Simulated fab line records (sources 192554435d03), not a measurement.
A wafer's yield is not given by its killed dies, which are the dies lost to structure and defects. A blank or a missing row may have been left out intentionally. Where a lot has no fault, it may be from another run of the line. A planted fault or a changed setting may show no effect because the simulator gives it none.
Chamber matching -- flow n5-finfet -- pecvd-02 running N5_MIM_TOP_ETCH_PECVD_03: 3 sister chambers
The step deposits SiNx from SiH4/NH3/N2, target thk 20 nm, time 17.6 s. 6 wafers are shown with their chamber, then 7 later ones without.

EACH WAFER AND ITS CHAMBER
wafer,chamber,showerhead-plenum-p-Torr (Torr),throttle-valve-pct (%)
L109.6,1,5.12,38.8
L107.1,0,5.21,39.3
L107.4,0,5.19,38.8
L107.5,2,5.11,40.4
L114.2,1,5.12,38.6
L114.3,2,5.10,40.5

WAFERS MISSING THEIR CHAMBER
wafer,showerhead-plenum-p-Torr (Torr),throttle-valve-pct (%)
L114.5,5.10,40.4
L123.2,5.09,40.8
L123.3,5.20,39.0
L123.4,5.20,39.0
L126.2,5.21,39.2
L126.4,5.20,39.1
L126.6,5.11,38.7

EACH ONE'S CHAMBER
wafer,from the rows above,in truth
L114.5,2,2
L123.2,2,2
L123.3,0,0
L123.4,0,0
L126.2,0,0
L126.4,0,0
L126.6,1,1
7 of 7 placed correctly. Not placeable from these rows: 0. 0 placed wrongly.
How it was worked out, from the rows above alone: a wafer's distance from a chamber is the root of the sum, over the readings, of the square of ((its reading less the chamber's mean) divided by the reading's scatter). The wafer belongs to the nearest chamber; if the next one is less than 2 further off, it can't be placed. The mean given for a chamber averages the wafers shown for that chamber. How the scatter is found: for the shown wafers, subtract from each reading the mean of its chamber, square and add these, divide the total by (wafers less chambers), then take the root.
